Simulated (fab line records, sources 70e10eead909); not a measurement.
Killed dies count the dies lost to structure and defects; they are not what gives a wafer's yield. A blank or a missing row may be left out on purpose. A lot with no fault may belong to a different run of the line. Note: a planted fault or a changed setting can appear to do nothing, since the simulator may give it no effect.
Which of the tools did it? :: flow nand-harc :: 11 lots with 33 wafers sampled at 3 steps, on a route of 1159 steps

## WHAT THE GAUGES READ, wafer by wafer
NHARC_P_M0_CD_MEAS_09: the cd target is 90 nm.
lot: L731
measured: day 5 22:23
on: cd-sem-01
cd-nm (nm): 89.2 89.5 90.2

lot: L734
measured: day 7 00:28
on: cd-sem-02
cd-nm (nm): 89.7 89.3 89.4

lot: L735
measured: day 7 01:08
on: cd-sem-01
cd-nm (nm): 90.2 90.1 89.1

lot: L736
measured: day 7 05:25
on: cd-sem-02
cd-nm (nm): 89.0 83.1 90.0

lot: L737
measured: day 7 06:38
on: cd-sem-01
cd-nm (nm): 83.8 89.3 89.8

lot: L738
measured: day 7 15:27
on: cd-sem-02
cd-nm (nm): 89.5 88.5 88.6

lot: L746
measured: day 9 23:13
on: cd-sem-01
cd-nm (nm): 89.7 89.5 89.8

lot: L750
measured: day 10 14:20
on: cd-sem-02
cd-nm (nm): 89.7 89.9 89.9

lot: L752
measured: day 10 18:33
on: cd-sem-01
cd-nm (nm): 89.0 89.1 89.5

lot: L751
measured: day 10 18:54
on: cd-sem-01
cd-nm (nm): 89.2 89.2 88.6

lot: L754
measured: day 11 22:29
on: cd-sem-02
cd-nm (nm): 89.4 89.1 90.2

## TOOL THAT RAN EACH LOT (tool first, then ch and the chambers of the sampled wafers, then the start)
lot: L731
NHARC_P_CONTACT_DESCUM_17: rie-diel-05 ch 0,2,3, day 5 15:07
NHARC_P_M0_PEB_07: litho-track-01 ch 0, day 5 22:19

lot: L734
NHARC_P_CONTACT_DESCUM_17: rie-diel-05 ch 2,3, day 6 19:04
NHARC_P_M0_PEB_07: litho-track-06 ch 0, day 7 00:23

lot: L735
NHARC_P_CONTACT_DESCUM_17: rie-diel-06 ch 0,2,3, day 6 20:10
NHARC_P_M0_PEB_07: litho-track-06 ch 0, day 7 01:03

lot: L736
NHARC_P_CONTACT_DESCUM_17: rie-diel-06 ch 0,1,3, day 7 01:31
NHARC_P_M0_PEB_07: litho-track-06 ch 0, day 7 05:20

lot: L737
NHARC_P_CONTACT_DESCUM_17: rie-diel-05 ch 1,2,3, day 7 02:22
NHARC_P_M0_PEB_07: litho-track-06 ch 0, day 7 06:33

lot: L738
NHARC_P_CONTACT_DESCUM_17: rie-diel-06 ch 0,2,3, day 7 08:56
NHARC_P_M0_PEB_07: litho-track-01 ch 0, day 7 15:22

lot: L746
NHARC_P_CONTACT_DESCUM_17: rie-diel-05 ch 0,2, day 9 10:34
NHARC_P_M0_PEB_07: litho-track-04 ch 0, day 9 23:08

lot: L750
NHARC_P_CONTACT_DESCUM_17: rie-diel-06 ch 2,3, day 10 09:55
NHARC_P_M0_PEB_07: litho-track-01 ch 0, day 10 14:14

lot: L752
NHARC_P_CONTACT_DESCUM_17: rie-diel-05 ch 2,3, day 10 14:11
NHARC_P_M0_PEB_07: litho-track-01 ch 0, day 10 18:28

lot: L751
NHARC_P_CONTACT_DESCUM_17: rie-diel-05 ch 1,2,3, day 10 14:37
NHARC_P_M0_PEB_07: litho-track-01 ch 0, day 10 18:49

lot: L754
NHARC_P_CONTACT_DESCUM_17: rie-diel-06 ch 0,1,3, day 11 13:40
NHARC_P_M0_PEB_07: litho-track-01 ch 0, day 11 22:24
- NHARC_P_CONTACT_DESCUM_17: chemistry O2, time 3 s.
- NHARC_P_M0_PEB_07: peb time 65 s.

## THE ANSWER, worked out from the rows above alone
Rule: what is usual is taken from the lots themselves. Put in order of their means at a reading, lots are off if they are a third of the lots or fewer, leave a main group of 4 or more, and stand apart from it by a gap of 3 or more times the standard deviation of the main group's means; of several such gaps the widest counts. Not used: any main group whose means are identical at the precision the tables above print for the reading. A lot without any number at a reading at which 4 lots or more have one is off too. All remaining lots with rows at the step are treated as sound.
Off, at NHARC_P_M0_CD_MEAS_09 on cd-nm: L736, L737. For the main group the mean is 89.4 nm and the standard deviation 0.33.
A tool fits if, at a process step before that reading, it ran every lot that is off, and no sound lot after the first of them. Those tools and the gauges at NHARC_P_M0_CD_MEAS_09 are tried in the same way. One fits: NHARC_P_M0_PEB_07 on litho-track-06. A fault onset in the window from L735 (day 7 01:03, its last sound lot) to L736 (day 7 05:20, its first lot off) fits.

## WHAT WAS PUT IN BY THE SIMULATOR
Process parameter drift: litho-track-06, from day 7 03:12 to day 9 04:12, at NHARC_P_M0_PEB_07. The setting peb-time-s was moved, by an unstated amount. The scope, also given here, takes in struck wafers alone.
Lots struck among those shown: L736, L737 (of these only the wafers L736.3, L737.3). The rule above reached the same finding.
